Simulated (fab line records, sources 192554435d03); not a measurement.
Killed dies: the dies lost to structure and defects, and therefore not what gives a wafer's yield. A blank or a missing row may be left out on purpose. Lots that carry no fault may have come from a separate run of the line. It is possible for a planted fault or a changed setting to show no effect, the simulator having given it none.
fab line records ; flow n5_finfet
record lots=4; wafers=12; last_day=18
route steps=1938 shown SDB@349 DUMMY_REMOVAL@377 HKMG_FIN@385 BEOL_M4@1111 PASSIVATION@1936
lots with no fault: from the same line, run without faults
start_h: hours from the record's first day to the start of the lot's first wafer shown ; wait_h: hours since the lot's step before ; " same as the row above ; L1.1+2: one row covering several wafers at once ; - no value, or no start given ; * or withheld: withheld ; < > ~ a bound
route shown NAME@n: NAME is a module with steps in the file, n the number in the route of the first one ; usual: average and standard deviation across the fault-free wafers ; same: alike in all rows ; chamber/n: place in a boat ; sites: readings site by site ; _std_site: standard deviation of those values ; _edge_site: outer sites' mean less inner sites' ; radius_mm: for every site, how far away it sits from the centre of the wafer ; mask NAME#n: copy n ; behind: the tool/chamber that last shaped the wafer ; hold: why the lot was held/for how many hours/how that ended ; device: the n, p or np transistor that did not switch ; end of line: the tests these same wafers got at the end of their route ; a step with no rows: only its recipe ; killed: dies that structure and defects cost at the first sort, which is not the same as the wafer's yield ; map: the dies of a wafer, with x for killed, . for not killed, _ for no die there
set.NAME: the setting the step ran with; set.NAME@STEP: the setting that earlier step ran with ; model.NAME: the simulator's own value behind a step, which no gauge read
certain route steps with their lots: each step a table, each wafer a row
services: a tool's chamber out of use, with start hour (start_h, from the record's first day; less than 0 if before it), hours out, and reason
## steps
# step N5_SDB_COAT_04
# recipe resist=SiARC; temp_c=220; time_s=60; spin_rpm=1500; resist_thk_nm=18
# step N5_SDB_COAT_05
# recipe resist=CAR-ArF; spin_rpm=1500; resist_thk_nm=90
# step N5_SDB_EBR_07
# recipe solvent=PGMEA; ebr_width_mm=1.5
# step N5_SDB_SOFTBAKE_06
# recipe temp_c=110; time_s=60; resist=CAR-ArF
# step N5_SDB_EXPOSE_08
# recipe mask_id=SDB; na=1.35; source_shape=conventional; sigma_outer=0.5; polarization=unpolarized; dose_mj=49.6
# step N5_SDB_PEB_09
# recipe peb_temp_c=withheld; peb_time_s=60; resist=CAR-ArF
# step N5_SDB_DEVELOP_10
# recipe develop_time_s=30; developer=TMAH; resist=CAR-ArF; rinse_liquid=diw; dry=air_spin; dev_temp_c=23
# step N5_SDB_DESCUM_16
# recipe chemistry=O2; time_s=7.9; source_power_w=50; bias_power_w=20; pressure_mtorr=20; rf_frequency_hz=2.712e+07; temp_c=40; resist=CAR-ArF; o2_flow_sccm=225
# step N5_SDB_ETCH_17
# recipe chemistry=CF4; target=SiARC; target_depth_a=234; mask_material=CAR-ArF; time_s=39; ion_energy_ev=80; pressure_mtorr=40; source_w=545; bias_w=36; Ar_flow_sccm=100; cf4_flow_sccm=100; ends=cleared
# step N5_SDB_ETCH_18
# recipe chemistry=N2/H2; target=SOC; target_depth_a=1000; overetch_a=200; mask_material=SiARC; temp_c=40; time_s=150; ion_energy_ev=200; pressure_mtorr=30; source_w=840; bias_w=150; n2_flow_sccm=200; h2_flow_sccm=200
# usual drypump_motor_current_A=5.7/0.44; oes_product_au=0.67/0.056; rf_fwd_power_W=837.0/2.7; rf_vpp_V=522.9/1.3; showerhead_plenum_p_Torr=2.51/0.038; throttle_valve_pct=17.88/0.23
lot.wafer;tool;chamber;start_h;wait_h;drypump_motor_current_A;oes_product_au;rf_fwd_power_W;rf_hours_counter_h;rf_vpp_V;showerhead_plenum_p_Torr;throttle_valve_pct;model.etch.depth_nm;model.SiARC_of_SDB_COAT_04.thk_nm
L363.1;rie_diel-05;3;98.24;0.0;5.8;0.65;839.0;184;523.5;2.52;18.15;99.56;12.8
L363.3;rie_diel-05;0;98.24;0.0;5.1;0.62;841.6;208;524.1;2.52;17.80;99.44;12.8
L363.5;rie_diel-05;0;98.24;0.0;5.1;0.63;840.3;-;524.3;2.52;17.80;99.72;12.8
L367.1;rie_diel-05;0;122.15;0.0;5.1;0.60;634.8;216;572.4;2.52;17.81;93.97;13.6
L367.3;rie_diel-05;2;122.15;0.0;5.2;0.65;637.4;152;569.1;2.44;17.92;96.59;13.6
L367.4;rie_diel-05;3;122.15;0.0;5.7;0.62;633.8;193;572.8;2.52;18.15;93.48;13.6
L372.1;rie_diel-05;1;149.66;0.0;6.0;0.61;634.5;244;572.1;2.49;17.83;96.46;13.4
L372.3;rie_diel-05;2;149.66;0.0;5.2;0.65;637.6;163;569.9;2.44;17.94;97.5;13.4
L372.5;rie_diel-05;2;149.66;0.0;5.1;0.64;636.2;-;570.8;2.44;17.94;97.05;13.4
L381.3;rie_diel-02;2;203.45;0.0;5.9;0.66;841.7;180;524.9;2.53;18.28;99.69;13
L381.5;rie_diel-02;1;203.45;0.0;6.1;0.64;836.7;-;523.7;2.55;17.71;99.66;12.8
L381.6;rie_diel-02;0;203.45;0.0;5.6;0.69;837.7;-;522.0;2.45;17.78;100.1;12.6
# step N5_SDB_STRIP_19
# recipe chemistry=N2/H2; temp_c=40; n2_flow_sccm=200; h2_flow_sccm=200; rf_frequency_hz=6e+07
# step N5_SDB_STRIP_21
# recipe chemistry=CF4; resist=SiARC; power_w=300; bias_power_w=75; pressure_mtorr=50; cf4_flow_sccm=150; rf_frequency_hz=6e+07
# step N5_SDB_HM_OPEN_20
# recipe chemistry=CH3F/O2; target=SiNx; mask_material=SOC; target_depth_a=240; stop_on=poly-Si; over_etch_frac=0.4; ion_energy_ev=120; pressure_mtorr=30; source_w=395; bias_w=73; Ar_flow_sccm=150; CH3F_flow_sccm=30; O2_flow_sccm=20
# step N5_SDB_STRIP_22
# recipe chemistry=N2/H2; power_w=1000; temp_c=250; h2_frac=0.65; overash_fraction=0.3; pressure_mtorr=withheld; n2_flow_sccm=1750; h2_flow_sccm=3250
# step N5_SDB_PRECLEAN_23
# recipe chemistry=dHF; time_s=30; temp_c=25; dilution=withheld
# step N5_SDB_DUMMY_REMOVE_24
# recipe chemistry=TMAH; temp_c=70; target=poly-Si; stop_on=SiO2; target_depth_nm=142; conc_wt_pct=5; time_s=57; dry=ipa_marangoni; rinse_time_s=30; rinse_temp_c=23
# step N5_SDB_ETCH_25
# recipe chemistry=C4F6/O2; target=SiO2; target_depth_a=100; time_s=3.3; ion_energy_ev=250; mask_material=SiNx; pressure_mtorr=30; source_w=345; bias_w=185; Ar_flow_sccm=300; C4F6_flow_sccm=10; O2_flow_sccm=10
# step N5_SDB_CUT_ETCH_26
# recipe chemistry=HBr/Cl2/O2; target=Si; target_depth_a=1296; bt_time_s=20; mask_material=SiNx; time_s=51.8; ion_energy_ev=*; bias_w=*; pressure_mtorr=10; icp_w=800; HBr_flow_sccm=150; Cl2_flow_sccm=80; O2_flow_sccm=12
# step N5_SDB_PRECLEAN_38
# recipe chemistry=dHF; time_s=10; dilution=750:1; temp_c=25
# step N5_SDB_PRECLEAN_39
# recipe chemistry=O3/DIW; time_s=45; temp_c=22; o3_ppm=10
# step N5_SDB_SRD_28
# recipe dry=ipa_marangoni; time_s=30; temp_c=23; rinse_liquid=diw
# step N5_SDB_ALD_29
# recipe material=SiNx; target_thk_a=300; temp_c=400; ald_precursor_family=SiH2I2; ald_co_reactant=N2/H2-plasma; pulse_time_s=1; ald_cycles=600; purge_time_s=2; co_reactant_purge_time_s=2; pressure_torr=2
# step N5_SDB_CMP_30
# recipe stop_on=poly-Si; t_overpolish_s=1.54; post_cmp_clean=alkaline_brush; down_force_psi=4.1491; platen_rpm=51.796; pad_velocity_m_s=1.0306; target_thk_nm=30
# step N5_DUMMY_REMOVAL_HM_STRIP_01
# recipe chemistry=CH3F/O2; material=SiNx; target_depth_a=40; stop_on=poly-Si; time_s=6.8; over_etch_frac=0.3; ion_energy_ev=60; power_w=410; bias_w=29; Ar_flow_sccm=150; CH3F_flow_sccm=30; O2_flow_sccm=20
# step N5_DUMMY_REMOVAL_STRIP_10
# recipe chemistry=N2/H2; time_s=40; power_w=100; temp_c=40; pressure_mtorr=100; rf_frequency_hz=6e+07; bias_power_w=3; n2_flow_sccm=300; h2_flow_sccm=300
# step N5_DUMMY_REMOVAL_PRECLEAN_07
# recipe chemistry=dHF; time_s=30; temp_c=25; dilution=withheld
# step N5_DUMMY_REMOVAL_DUMMY_REMOVE_02
# recipe chemistry=TMAH; temp_c=70; target=poly-Si; stop_on=SiO2; target_depth_nm=142; conc_wt_pct=5; time_s=57; dry=ipa_marangoni; rinse_time_s=30; rinse_temp_c=23
# step N5_DUMMY_REMOVAL_PRECLEAN_08
# recipe chemistry=NF3:NH3; afs_cycles=2; temp_c=30; time_s=20; sublimation_temp_c=180; sublimation_time_s=60; pressure_torr=3; rf_power_w=30
# step N5_DUMMY_REMOVAL_PRECLEAN_04
# recipe chemistry=DHF; time_s=37; temp_c=25; dilution=500:1
# step N5_DUMMY_REMOVAL_SRD_05
# recipe dry=ipa_marangoni; do_ppb=5; time_s=30; temp_c=23; rinse_liquid=diw
# step N5_HKMG_FIN_IL_REGROW_00
# recipe material=SiO2; target_thk_a=7.5; chemistry=O3; temp_c=withheld; time_s=30
# step N5_HKMG_FIN_HK_ALD_01
# recipe material=HfO2; target_thk_a=16; temp_c=withheld; ald_precursor_family=HfCl4; ald_co_reactant=H2O; pulse_time_s=3; purge_time_s=3; co_reactant_purge_time_s=2.5; co_reactant_pulse_time_s=0.3; ald_cycles=30
# step N5_HKMG_FIN_HK_ANNEAL_02
# recipe temp_c=700; time_s=30; ambient=N2; idle_temp_c=600; ramp_up_c_per_s=150; ramp_down_c_per_s=60; cool_to_c=600
# step N5_HKMG_FIN_ALD_74
# recipe material=La2O3; target_thk_a=5; temp_c=250; ald_precursor_family=La-Cp; ald_co_reactant=O3; pulse_time_s=6; co_reactant_pulse_time_s=1; purge_time_s=3; co_reactant_purge_time_s=3
# step N5_HKMG_FIN_ALD_75
# recipe material=Al2O3; target_thk_a=10; temp_c=150; ald_precursor_family=TMA; ald_co_reactant=H2O; pulse_time_s=withheld; co_reactant_pulse_time_s=1
# step N5_HKMG_FIN_COAT_41
# recipe resist=SOC; temp_c=250; time_s=60; spin_rpm=1500; resist_thk_nm=300
# step N5_BEOL_M4_RC_MEAS_101
# usual DIBL_N=36.5/1.4; DIBL_P=36.5/1.6; IOFF_N=0.163/0.022; IOFF_P=0.219/0.029; ION_N=675/8.3; ION_P=464/6.2; SS_N=71.5/0.52; SS_P=73.4/0.57; VT_N=249.7/2.6; VT_P=-250/3
lot.wafer;tool;chamber;start_h;wait_h;DIBL_N[mV/V];DIBL_P[mV/V];IOFF_N[nA/um];IOFF_P[nA/um];ION_N[uA/um];ION_P[uA/um];SS_N[mV/dec];SS_P[mV/dec];VT_N[mV];VT_P[mV]
L363.1;prober-02;0;201.60;0.0;37.2;36.7;0.175;0.217;675;462;71.6;74.2;249.6;-253
L363.3;prober-02;0;201.60;0.0;36.6;35.0;0.162;0.191;679;463;71.9;73.3;253.3;-253
L363.5;prober-02;0;201.60;0.0;38.3;38.0;0.198;0.237;681;470;71.6;74.3;247.6;-250
L367.3;prober-02;0;240.55;0.3;37.1;36.2;0.158;0.214;666;456;71.7;74.0;250.3;-251
L372.1;prober-02;0;258.55;0.0;35.7;37.0;0.156;0.231;670;464;71.7;73.9;252.4;-247
L372.3;prober-02;0;258.55;0.0;37.2;38.7;0.187;0.253;673;463;72.3;73.9;248.2;-248
L372.5;prober-02;0;258.55;0.0;36.4;37.9;0.164;0.237;672;466;71.9;74.1;249.8;-247
L381.3;prober-02;0;317.03;0.3;36.0;35.2;0.146;0.213;671;470;72.1;73.3;251.6;-248
L381.5;prober-02;0;317.03;0.3;36.0;35.6;0.148;0.219;673;463;71.5;73.5;250.7;-249
L381.6;prober-02;0;317.03;0.3;34.4;32.7;0.123;0.188;675;471;70.1;73.1;250.2;-250
# step N5_PASSIVATION_PROBE_49
# usual defect_limited_yield=91.2/1.6; killed_at_M0_to_M3=33/11; killed_at_M4_up=15/6.2; killed_at_contacts=15/7.1; killed_at_front_end=38/12; killed_at_other=4/3.5; killed_dies=104/19; killed_on_rim=14/4; killed_open=69/14; killed_short=34/8.5; sort_bin_5_function=5.2/0.99; sort_bin_6_memory=3.3/0.77; sort_n_pass=1076/19; sort_yield_pct=91.2/1.6
# same gross_dies=1180; killed_at_back_side=0; sort_bin_4_leakage[%]=0; sort_bin_8_speed[%]=0
lot.wafer;tool;chamber;start_h;wait_h;defect_limited_yield[%];killed_at_M0_to_M3;killed_at_M4_up;killed_at_contacts;killed_at_front_end;killed_at_other;killed_dies;killed_on_rim;killed_open;killed_short;sort_bin_5_function[%];sort_bin_6_memory[%];sort_n_pass;sort_yield_pct[%]
L367.1;prober-01;-;343.86;0.0;28.1;34;19;22;767;6;848;126;64;32;68.1;3.4;332;28.1
L367.3;prober-01;-;343.96;0.1;71.5;33;23;19;259;2;336;27;61;28;25.0;3.2;844;71.5
L367.4;prober-01;-;344.01;0.2;15.4;36;9;14;937;2;998;104;60;24;81.8;2.5;182;15.4
L372.1;prober-02;-;375.12;0.0;61.7;45;20;14;365;8;452;31;93;43;34.5;3.4;728;61.7
L372.3;prober-02;-;375.22;0.1;71.2;22;13;9;293;3;340;32;84;44;24.3;4.1;840;71.2
L372.5;prober-02;-;375.32;0.2;70.9;30;12;8;285;8;343;28;66;53;24.5;4.0;837;70.9
# killed by level:class
L367.1 SDB:area_etch=748 MOL_CONTACT_COAG:geometric_particle:open=16 BEOL_M0_SAQP:geometric_particle:open=9 BEOL_M2:geometric_particle:open=7 MOL_CONTACT_COAG:geometric_particle:short=6 BEOL_M0_SAQP:geometric_particle:short=5 BEOL_M4:geometric_particle:open=5 BEOL_M5:geometric_particle:open=4
L367.3 SDB:area_etch=245 MOL_CONTACT_COAG:geometric_particle:open=13 BEOL_M0_SAQP:geometric_particle:short=9 BEOL_M1:geometric_particle:open=7 MOL_CONTACT_COAG:geometric_particle:short=6 BEOL_M2:geometric_particle:open=6 BEOL_M5:geometric_particle:open=6 BEOL_M3:geometric_particle:open=5
L367.4 SDB:area_etch=914 MOL_CONTACT_COAG:geometric_particle:open=12 BEOL_M0_SAQP:geometric_particle:short=8 BEOL_M0_SAQP:geometric_particle:open=7 BEOL_M1:geometric_particle:open=6 BEOL_M3:geometric_particle:open=5 BEOL_M4:geometric_particle:open=5 FIN_SAQP:geometric_particle:open=4
L372.1 SDB:area_etch=314 STI_FIN_REVEAL:geometric_particle:open=16 FIN_SAQP:geometric_particle:open=11 MOL_CONTACT_COAG:geometric_particle:open=11 BEOL_M3:geometric_particle:open=8 BEOL_M0_SAQP:geometric_particle:short=8 BEOL_M0_SAQP:geometric_particle:open=7 FIN_SAQP:geometric_particle:short=6
L372.3 SDB:area_etch=211 FIN_SAQP:geometric_particle:open=24 STI_FIN_REVEAL:geometric_particle:open=20 FIN_SAQP:geometric_particle:short=15 STI_FIN_REVEAL:geometric_particle:short=9 MOL_CONTACT_COAG:geometric_particle:open=7 BEOL_M0_SAQP:geometric_particle:open=6 BEOL_M4:geometric_particle:open=5
L372.5 SDB:area_etch=224 STI_FIN_REVEAL:geometric_particle:open=15 FIN_SAQP:geometric_particle:short=14 FIN_SAQP:geometric_particle:open=10 BEOL_M0_SAQP:geometric_particle:short=9 BEOL_M1:geometric_particle:open=7 MOL_CONTACT_COAG:geometric_particle:open=6 STARTING-WAFER:geometric_particle:open=4
# map L367.4 (x killed, . not)
_________________xxxx.xxxxxxx________________
______________x..xxxxxxxxxxxxxx._____________
___________xxxxx..xxxxxxxxxxx.x.x.x__________
__________xxxxxxxxxxxxxxxxxxxxxxxxxx_________
________.xxxx.xxxxxxxxxxxxxxxxxxxxxxxx_______
_______...xxxxxxxxxxxxxxxxxxx.xxxxxxxxx______
______.x...xxxxxxxxxxxxxxxxxx.xxxxxxxxxx_____
_____x.x..xxxxxxxxxxxxxxxxxxxxxxxxxxxxxxx____
____......xxxxxxxxxxxxxxxxxxxxxxxxxxxxxx.x___
___.......xxxxxxxxxxxxxxxxxxxxxxxxxxxxxxxxx__
___x...xx.xxx.xxxxxxxxxxxxxxxxxxxxxx.xx.xxx__
__..xx.x.xxxxxxxxxxxxxxxxxxxxxxxxx..x..x.xxx_
__x..xxxxxxxxxxxxxxxxxxxxxxxxxxxxxxxxxxxxxxx_
_xxx....xxxxxxxxxxxxxxxxxxxxxxxxxxxx.xxx.xxxx
_...xxxxxxxxxxxxxxxxxxxxxxxxxxxxxxxxxxxx..xxx
_x..xxxxxxxxxxxxxxxxxxxxxxxxxxxxxxxxxx...xxx.
_..xxxxxxxxxxxxxxxxxxxxxxx.xxxxxxxxxxx...xxxx
_xx.xxxxxxxxxxxxxxxxxx.xxxxxxxxxxxxxxxx.x.xxx
_xxxxxxxxxxxx.xxxxxxxxxxxxxxxxxxxxxxxxxxxxxxx
_x.xxxxxxxxxxxxxxxx.xxxxxxxxxxxxxxxxxxxxxxx.x
_xxx.xxxxxxxxx.xx.xxxxxxxxxxxxxxxxxxxxxxxxxxx
__.xxxxxxxxxxxx.xxxxxxxxxxxxxxxxxxxxxxxxxxxx_
__xxxxxxxxxxxxxxxxxxxxxxxxxxxx.xxxxxxxxxxxxx_
___x..xx...x..xxxxx.xxxxxxxxxxxxxxxxxxxxxxx__
___.xx.x.....x.xxxxxxxxxxxx.xxxx.xxxxxxxxxx__
____x........x.xxxxxxxxxxxxxxx.xxxxxxxxx..___
_____......xx.xx.xxxxxxx.xxxxxxxxxxxxxxx.____
______x.xx.xx.xxxxxxxxxxxxxx....xxxxxxxx_____
_______..xxx..xxxxxxxxxxxxxxx.xx.xxxxxx______
________xxx.xx..xxxxxxx.xxxxxxx.xxx..x_______
__________.xxxxxxxxxxxxxxx........x._________
___________..x..xxxxxx.xxxxx..xx..x__________
______________x...x.x.x.xxx.xxx._____________
_________________...xxxxxxxxx________________
# map L372.1 (x killed, . not)
_________________..........x.________________
______________..x...xx..x....x.._____________
___________......x...x.............__________
__________.......x.......x......x..._________
________..........xx.....x............_______
_______x....x.....x...........xx..x....______
______.......xx........x.....x.xx....x.._____
_____x...x....x.xx..x......x........x....____
____.x......x.xxxxxxxxx...xxx.............___
___..xx......xxxxxxxxxxxxxxxx.....x......x.__
___...x.xxxxxxxx.xxxxxxxxxxx.x............x__
__....x.xxxx.xx...x.xxxxx.xx.x.....xx.x...x._
__....xx.x..xxx..xxxx.xxxx..x.....x........._
_...x.x...x..x.......xxxxxx..xx....xx..x.x..x
_...x..x....x.x..x.xxxxxxxxx.x...x.xxxx...x..
_....xx.......x..xxxxxxxxxxx.x.xxxxxxx....x..
_x.x.x............x.xxxxxxxxxx.xxxx..........
_...........x.xxxxxxxx..xxxx..xxxx.x..x......
_........x.x.x.x.x.x.x.x....xx.xxx...........
_.....x.....xxxxxxxx..x.x....xxxxx....xx.....
_...x..x....x.xxxxxx.xxxx.xxx.xxx......xxx...
__...x....x...xxxxxx.xxxxxxx.xxx.x.xx......._
__......xx....xxxxxxxxxxxxxxx..x....x......._
___.....x......xxxxxxxxxxxxxxx.xxxx..x..x..__
___.....x......xxxxxxxx...xxxxxxx.....x....__
____.x.......x.xxxxxx..x..xx.xx......x....___
_____.x........x.xxxx.xx....xx..........x____
______xx.........xxxx.x....x.x......x.x._____
_______xx....xx.xxxxxxxx............x.x______
________xxxx...xxxxxxxxxx.xx.........._______
__________.xxx..xx.xxxxxxx.x...x...._________
___________x.....x.x.xxxx..x......x__________
______________....x............._____________
_________________....xx...xxx________________
## services
tool;chamber;start_h;hours;kind
rie_diel-05;0;141.50;9.7;repair
rie_diel-05;1;163.92;15.8;repair
rie_diel-05;1;184.07;-;clean
rie_diel-05;1;184.07;-;consumable_replace:focus_ring
rie_diel-05;1;184.07;21.9;scheduled_down
rie_diel-05;1;184.07;21.9;vent_cycle
## key
first_sign step=N5_SDB_ETCH_18; reading=rf_fwd_power_W; direction=down; sigmas=75; usual=*; struck=*
effect step=N5_SDB_ETCH_18; reading=rf_vpp_V; direction=up; sigmas=38; usual=522.9; struck=571.2
effect step=N5_PASSIVATION_PROBE_49; reading=sort_bin_5_function; direction=up; sigmas=38; usual=5.2; struck=43.0
model_effect step=N5_SDB_ETCH_18; value=etch.depth_nm; without=99.79; struck=95.84
more_kills_born_at N5_SDB_ETCH_18@rie_diel-05=2656
met_at N5_SDB_ETCH_18
struck_wafers L367.1,L367.3,L367.4,L372.1,L372.3,L372.5
later_rows_left_out L367.1,L367.4
onset_between 98.24 122.15
fault kind=process_parameter_drift; tool=rie_diel-05; chamber=-; onset_h=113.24; steps=N5_SDB_ETCH_18; channel=source_w; offset=-201.6; shape=step; end_h=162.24; acts_in=these_recipes_only; stated=840
# later_rows_left_out: the simulator's readings of these wafers behind a module that went badly wrong aren't trusted and aren't shown, but for the sort
